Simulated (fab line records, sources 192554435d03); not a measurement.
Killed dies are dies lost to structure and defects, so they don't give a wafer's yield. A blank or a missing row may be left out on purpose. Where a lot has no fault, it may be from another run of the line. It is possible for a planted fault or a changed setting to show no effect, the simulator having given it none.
Split-lot experiment -- flow n5-finfet -- 21 wafers read from 7 lots, route of 1938 steps

THE SPLIT ITSELF
At N5_BEOL_M13_ETCH_68 (etches SOC in N2/H2, time 355 s), the setting time-s was moved away from the recipe's 355 s on 4 of the 21 wafers read, by -8.3% to +21.9%. This setting was run at the recipe's value on the other wafers.

Reading taken at the split's own step.

THE READING
SiARC_of_BEOL_M13_COAT_66.thk-nm (the simulator's own value, which no gauge read), in nm, at N5_BEOL_M13_ETCH_68 (etches SOC in N2/H2, time 355 s). There is no usual value for it anywhere in the file. Here, 17 wafers ran the recipe; their average is 77.1 nm with a standard deviation of 0.45 nm.

wafer,"tool, chamber at the split","time-s as run, s",against the recipe,"SiARC_of_BEOL_M13_COAT_66.thk-nm, nm",against lot-mates on the recipe
L075.1,"rie-diel-03, 3",355,recipe,76.8,-
L075.3,"rie-diel-03, 1",355,recipe,76.4,-
L075.4,"rie-diel-03, 2",355,recipe,77.4,-
L074.1,"rie-diel-06, 3",432.9,+21.9%,70.8,-6.4
L074.2,"rie-diel-06, 2",432.9,+21.9%,70.2,-7.0
L074.6,"rie-diel-06, 1",355,recipe,77.2,-
L084.1,"rie-diel-06, 0,1,0",355,recipe,76.8,-
L084.3,"rie-diel-06, 0,1,0",355,recipe,76.8,-
L084.5,"rie-diel-06, 0,1,0",355,recipe,76.8,-
L088.1,"rie-diel-03, 0",355,recipe,77.4,-
L088.2,"rie-diel-03, 1",355,recipe,76.2,-
L088.5,"rie-diel-03, 1",355,recipe,76.4,-
L091.1,"rie-diel-06, 3",325.5,-8.3%,81.4,+3.6
L091.4,"rie-diel-06, 1",325.5,-8.3%,80,+2.2
L091.6,"rie-diel-06, 2",355,recipe,77.8,-
L089.1,"rie-diel-01, 2,1",355,recipe,77.4,-
L089.6,"rie-diel-01, 2,1",355,recipe,77.4,-
L089.2,"rie-diel-01, 1",355,recipe,77.6,-
L095.1,"rie-diel-01, 3",355,recipe,77.6,-
L095.3,"rie-diel-01, 2",355,recipe,77,-
L095.5,"rie-diel-01, 2",355,recipe,77.2,-
If several chambers appear in one row, that row covers several wafers at once and the file leaves open which wafer was in which chamber.

THE FIT
A straight line over all 21 wafers: SiARC_of_BEOL_M13_COAT_66.thk-nm changes by -0.32 nm for each +1% of time-s; r = -0.97; the points scatter about the line by 0.59 nm.
The same after taking each lot's own level away (the mean of its wafers on the recipe; 21 wafers): -0.312 nm for each +1%; r = -0.99; scatter 0.39 nm.
The reading moves by 6.8 nm for the largest change in time-s, on that fit.
Measured against the standard deviation above, the lots' own levels, which go from 76.67 to 77.80 nm, span 2.5 times it.
The two slopes agree, so the slope changes little with the lot-to-lot level.
Check: with one of the wafers moved furthest among these (+21.9%) left out of the fit, the line predicts -7.12 nm for it against its lot-mates. Against them it came out at -6.4 nm.

ADDITIONAL SPLITS CARRIED BY THESE WAFERS
Before the reading, these wafers also passed through other splits. Each is held against what the fit with the lots' levels taken away leaves over:
other split on the same wafers,wafers away from the commonest value,r with SiARC_of_BEOL_M13_COAT_66.thk-nm (lot level and that fit taken away)
N5_BEOL_M8_ILD_DEP_00 temp-c,11,-0.13
N5_BEOL_M9_ILD_DEP_00 time-s,10,-0.01
N5_BEOL_M10_COAT_60 spin-rpm,7,-0.20
N5_BEOL_M11_ILD_DEP_00 time-s,10,-0.07
N5_BEOL_M11_PECVD_70 temp-c,6,-0.05
N5_BEOL_M12_SPUTTER_44 time-s,7,+0.32

FILE'S OWN FIT
SiARC_of_BEOL_M13_COAT_66.thk-nm changes by -0.311 nm for each +1% of time-s, r = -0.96.
